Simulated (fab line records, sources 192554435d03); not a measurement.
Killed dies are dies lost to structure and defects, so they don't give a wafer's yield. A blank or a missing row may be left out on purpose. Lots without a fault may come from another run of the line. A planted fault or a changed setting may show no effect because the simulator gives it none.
fab line records | flow n5_finfet | part 2 of 2: steps 5 to 6 of 6
record lots=21 wafers=63 last_day=18
route steps=1938 shown GATE_CUT@499 MOL_CONTACT_COAG@529
lots that met no fault: from a run of the same line without faults
start_h: hours from the record's first day to the start of the lot's first wafer shown | wait_h: hours since the lot's step before | " the same as in the row above | L1.1+2: a row that stands for several wafers | - no value, or no start given | * or withheld: withheld | < > ~ a bound
route shown NAME@n: a module of which the file shows steps, and the number in the route of the first | usual: mean/standard deviation of fault-free wafers | same: alike in all rows | chamber/n: place in a boat | sites: the reading at each site | _std_site: their standard deviation | _edge_site: outer sites' mean less inner sites' | radius_mm: how far each site lies from the wafer's centre | mask NAME#n: copy n | behind: the tool/chamber that last shaped the wafer | hold: why the lot was held/for how many hours/how that ended | device: the transistor (n, p or np) that didn't switch | end of line: the same wafers' tests at the end of the route | a step without rows: its recipe alone | killed: dies lost to structure and defects at the first sort, not the wafer's yield | map: a wafer's dies, x killed, . not, _ none there
set.NAME: the setting as run; set.NAME@STEP: as run at that earlier step | model.NAME: the simulator's own value behind a step, which no gauge read
steps of the route over a sample of lots; a table a step, a row a wafer
services: from which hour (start_h, from the record's first day; less than 0 if before it) a tool's chamber was out of use, for how many hours, and why
## steps
# step N5_MOL_CONTACT_COAG_CMP_28
# recipe stop_on=SiNx t_overpolish_s=0.85 post_cmp_clean=alkaline_brush down_force_psi=4.15 platen_rpm=51.8 pad_velocity_m_s=1.0307 target_thk_nm=14.522
# usual motor_current_A=12.5/1.4 time_to_endpoint_s=4.4/2.3
# columns lot.wafer tool chamber start_h wait_h motor_current_A time_to_endpoint_s
L074.2 cmp-03 1 98.72 0.8 11.6 0.0
L074.3 " 2 " " 12.8 4.5
L074.1 " 3 " " 13.2 6.1
L075.1 cmp-01 3 106.18 0.8 13.7 2.9
L075.4 " 0 " " 10.9 5.0
L075.6 " 3 " " 14.2 5.0
L077.4 cmp-04 3 116.80 0.8 12.5 3.9
L077.5 " 3 " " 13.0 4.5
L077.6 " 0 " " 11.5 1.0
L078.4 cmp-04 0 125.23 0.8 11.4 1.6
L078.2 " 2 " " 10.9 4.6
L078.5 " 3 " " 12.3 4.4
L080.2 cmp-01 1 141.72 0.8 10.7 3.8
L080.4 " 3 " " 15.1 3.8
L080.5 " 1 " " 10.8 2.1
L082.1 cmp-01 0 146.68 0.9 10.8 6.5
L082.4 " 1 " " 10.0 1.9
L082.6 " 3 " " 13.7 4.7
L083.4 cmp-04 2 151.83 0.8 10.9 5.7
L083.3 " 3 " " 13.0 4.2
L083.1 " 0 " " 11.3 4.0
L084.1 cmp-03 1 156.73 0.8 11.4 1.7
L084.4 " 3 " " 13.8 5.9
L084.6 " 1 " " 11.7 1.9
L085.2 cmp-01 2 164.91 0.8 13.9 1.0
L085.1 " 3 " " 13.5 3.9
L085.3 " 1 " " 9.9 2.1
L086.3 cmp-01 1 174.02 0.8 10.6 2.8
L086.4 " 3 " " 13.5 4.0
L086.6 " 1 " " 10.8 2.9
L087.3 cmp-04 2 179.81 0.8 10.3 5.7
L087.4 " 3 " " 12.1 7.9
L087.2 " 0 " " 11.6 4.3
L088.3 cmp-01 0 186.51 0.9 11.0 5.5
L088.4 " 1 " " 10.8 4.9
L088.5 " 2 " " 12.9 4.1
L089.2 cmp-01 3 189.97 0.8 13.9 5.4
L089.4 " 0 " " 10.7 7.0
L089.5 " 2 " " 13.3 2.4
L090.1 cmp-03 1 196.13 0.8 11.5 3.7
L090.3 " 3 " " 13.3 5.1
L090.2 " 0 " " 15.2 4.1
L091.1 cmp-03 0 205.97 0.8 14.2 4.5
L091.5 " 3 " " 13.7 8.1
L091.6 " 0 " " 14.6 5.4
L092.4 cmp-03 1 206.36 0.8 11.2 4.0
L092.1 " 2 " " 12.7 7.7
L092.3 " 3 " " 13.8 5.7
L093.2 cmp-01 0 214.88 0.8 10.7 6.3
L093.4 " 2 " " 12.6 0.9
L093.6 " 3 " " 12.9 7.1
L094.3 cmp-03 3 218.79 0.8 14.3 5.8
L094.2 " 0 " " 15.2 5.5
L094.5 " 3 " " 13.8 3.5
L095.4 cmp-03 1 223.45 0.8 12.0 5.4
L095.1 " 0 " " 14.6 10.2
L095.6 " 2 " " 12.2 10.9
L096.1 cmp-01 1 237.45 0.8 10.1 4.1
L096.4 " 3 " " 13.4 8.0
L096.6 " 2 " " 12.8 3.6
L097.2 cmp-01 0 242.50 0.9 11.1 9.1
L097.6 " 1 " " 9.8 4.6
L097.5 " 2 " " 13.5 4.6
# step N5_MOL_CONTACT_COAG_ETCH_90
# recipe chemistry=CF4 target=SiARC target_depth_a=130 mask_material=CAR-EUV time_s=21.7 ion_energy_ev=80 pressure_mtorr=40 source_w=545 bias_w=36 Ar_flow_sccm=100 cf4_flow_sccm=100 ends=cleared
# usual drypump_motor_current_A=5.5/0.39 etch_rf_on_time_s=22.0/0.92 oes_product_au=0.69/0.066 rf_fwd_power_W=531.8/1.8 rf_vpp_V=184.5/1 showerhead_plenum_p_Torr=2.18/0.067 throttle_valve_pct=15.56/0.25
# columns lot.wafer tool chamber start_h wait_h drypump_motor_current_A etch_rf_on_time_s oes_product_au rf_fwd_power_W rf_hours_counter_h rf_vpp_V showerhead_plenum_p_Torr throttle_valve_pct
L074.1 rie_diel-05 1 100.46 0.0 5.6 21.5 0.68 531.8 106 185.6 2.24 15.17
L074.2 " 3 " " 5.1 21.9 0.74 532.3 52 184.3 2.17 15.61
L074.3 " 2 " " 5.1 22.9 0.59 532.3 222 183.7 2.19 15.58
L075.1 rie_diel-02 2 108.42 0.0 6.4 22.3 0.75 532.6 33 185.3 2.27 15.46
L075.4 " 0 " " 4.8 21.2 0.68 531.6 133 184.3 2.14 15.47
L075.6 " 3 " " 5.2 20.2 0.70 529.7 - 184.8 2.16 15.70
L077.4 rie_diel-01 0 118.15 0.0 6.0 21.8 0.61 532.3 222 182.8 2.01 15.78
L077.5 " 2 " " 5.2 23.2 0.69 532.1 - 183.3 2.17 15.20
L077.6 " 1 " " 5.7 22.1 0.79 533.0 - 185.8 2.28 15.71
L078.2 rie_diel-01 0 129.07 0.0 6.0 21.5 0.61 532.0 225 182.8 2.01 15.77
L078.4 " 1 " " 5.7 21.8 0.79 533.3 8 186.6 2.28 15.71
L078.5 " 1 " " 5.7 21.8 0.79 531.1 - 184.4 2.28 15.72
L080.2 rie_diel-05 1 143.15 0.0 5.6 21.6 0.68 532.2 120 184.2 2.23 15.19
L080.4 " 3 " " 5.1 21.7 0.73 532.4 65 185.5 2.17 15.64
L080.5 " 2 " " 5.2 22.7 0.59 528.0 - 184.3 2.19 15.61
L082.1 rie_diel-01 3 147.95 0.0 5.7 22.3 0.66 528.2 105 184.7 2.17 15.95
L082.4 " 2 " " 5.2 23.5 0.68 528.9 73 183.7 2.16 15.21
L082.6 " 2 " " 5.2 23.6 0.67 532.4 - 184.2 2.16 15.20
L083.1 rie_diel-01 2 153.19 0.0 5.2 23.1 0.68 530.5 75 183.1 2.16 15.21
L083.3 " 3 " " 5.7 21.9 0.66 533.1 107 184.1 2.17 15.96
L083.4 " 0 " " 6.0 21.8 0.60 532.5 234 183.7 2.01 15.80
L084.1 rie_diel-01 2 158.46 0.0 5.2 23.3 0.67 531.6 77 185.2 2.16 15.21
L084.4 " 1 " " 5.7 22.3 0.75 530.5 18 185.2 2.27 15.74
L084.6 " 2 " " 5.2 23.4 0.68 532.4 - 184.4 2.16 15.21
L085.1 rie_diel-05 0 167.40 0.0 5.4 20.3 0.78 534.5 48 184.1 2.09 15.60
L085.2 " 2 " " 5.2 22.7 0.58 530.0 243 183.1 2.18 15.62
L085.3 " 1 " " 5.6 21.7 0.66 533.7 131 184.4 2.23 15.21
L086.3 rie_diel-01 1 176.08 0.0 5.7 21.7 0.76 533.3 26 185.7 2.27 15.74
L086.4 " 3 " " 5.7 22.1 0.65 532.6 116 185.0 2.17 15.97
L086.6 " 0 " " 6.1 21.8 0.60 531.3 - 181.9 2.00 15.82
L087.2 rie_diel-05 1 181.74 0.0 5.6 21.7 0.65 532.0 136 185.1 2.23 15.23
L087.3 " 0 " " 5.4 20.5 0.77 532.5 52 183.3 2.09 15.62
L087.4 " 3 " " 5.1 21.9 0.72 535.6 80 184.4 2.17 15.67
L088.3 rie_diel-05 1 188.57 0.0 5.6 21.9 0.65 531.2 139 183.1 2.23 15.23
L088.4 " 3 " " 5.1 21.7 0.70 534.5 - 186.1 2.16 15.67
L088.5 " 1 " " 5.6 21.9 0.65 531.4 - 185.0 2.23 15.23
L089.2 rie_diel-02 1 192.08 0.0 5.0 23.9 0.65 533.5 103 187.3 2.25 15.56
L089.4 " 2 " " 6.4 22.5 0.70 531.4 58 184.6 2.26 15.52
L089.5 " 1 " " 5.0 23.7 0.66 533.0 - 185.9 2.25 15.56
L090.1 rie_diel-02 3 197.81 0.0 5.2 20.7 0.67 535.1 135 183.6 2.15 15.74
L090.2 " 2 " " 6.4 22.3 0.71 534.1 60 186.1 2.26 15.51
L090.3 " 1 " " 5.0 23.6 0.65 531.7 105 186.8 2.25 15.56
L091.1 rie_diel-01 2 207.95 0.0 5.2 23.2 0.66 527.9 97 185.6 2.15 15.24
L091.5 " 1 " " 5.7 22.2 0.72 529.0 - 185.6 2.27 15.77
L091.6 " 3 " " 5.7 22.2 0.64 535.0 - 183.1 2.17 16.02
L092.1 rie_diel-05 1 210.61 0.0 5.6 21.7 0.65 532.5 148 184.2 2.22 15.25
L092.3 " 0 " " 5.4 20.4 0.76 532.1 65 184.5 2.09 15.65
L092.4 " 2 " " 5.1 21.6 0.85 532.2 0 184.8 2.18 15.13
L093.2 rie_diel-01 1 217.46 0.0 5.7 22.2 0.72 531.5 43 185.4 2.27 15.77
L093.4 " 0 " " 6.0 21.0 0.86 531.1 2 186.8 2.25 15.28
L093.6 " 2 " " 5.2 23.2 0.66 530.3 - 184.9 2.15 15.26
L094.2 rie_diel-01 1 220.27 0.0 5.7 22.3 0.72 531.6 44 186.4 2.26 15.78
L094.3 " 3 " " 5.7 22.3 0.63 534.8 134 183.1 2.16 16.02
L094.5 " 2 " " 5.2 23.1 0.65 533.6 - 184.9 2.15 15.27
L095.1 rie_diel-02 3 224.80 0.0 5.2 20.8 0.65 533.1 143 184.1 2.15 15.76
L095.4 " 0 " " 4.8 21.9 0.64 532.6 165 184.1 2.13 15.52
L095.6 " 2 " " 6.3 22.2 0.70 531.9 - 185.2 2.25 15.54
L096.1 rie_diel-05 0 238.96 0.0 5.4 20.3 0.75 528.1 77 184.7 2.08 15.67
L096.4 " 3 " " 5.1 21.8 0.69 530.9 104 184.3 2.16 15.73
L096.6 " 2 " " 5.1 21.8 0.81 533.2 - 184.2 2.18 15.16
L097.2 rie_diel-01 1 244.56 0.0 5.7 22.2 0.70 534.0 52 184.1 2.26 15.81
L097.5 " 2 " " 5.2 23.3 0.65 534.0 - 185.1 2.15 15.26
L097.6 " 1 " " 5.7 22.5 0.70 532.0 - 184.9 2.26 15.79
## services
# columns tool chamber start_h hours kind
rie_diel-04 0 66.29 10.2 repair
cmp-03 - 72.87 18.0 pm
rie_diel-04 2 90.08 1.8 repair
rie_diel-03 3 92.22 7.2 repair
cmp-03 - 95.47 2.7 repair
cmp-02 - 100.69 6.1 pm
cmp-03 - 102.56 0.4 repair
rie_diel-05 - 112.03 4.3 pm
cmp-01 - 112.97 4.0 pm
cmp-01 - 116.97 6.3 pm
rie_diel-02 2 136.70 8.8 repair
rie_diel-04 - 136.74 2.8 pm
cmp-04 - 146.17 0.8 repair
cmp-01 - 147.64 1.0 repair
rie_diel-02 - 154.74 14.6 pm
rie_diel-04 2 157.46 2.1 repair
rie_diel-05 2 159.38 5.2 repair
rie_diel-02 1 170.92 3.2 repair
cmp-01 - 195.35 3.5 repair
cmp-04 - 199.06 17.2 pm
rie_diel-02 - 201.05 2.8 pm
cmp-04 - 224.79 1.5 repair
cmp-01 - 228.23 0.9 repair
cmp-01 - 230.09 1.5 repair
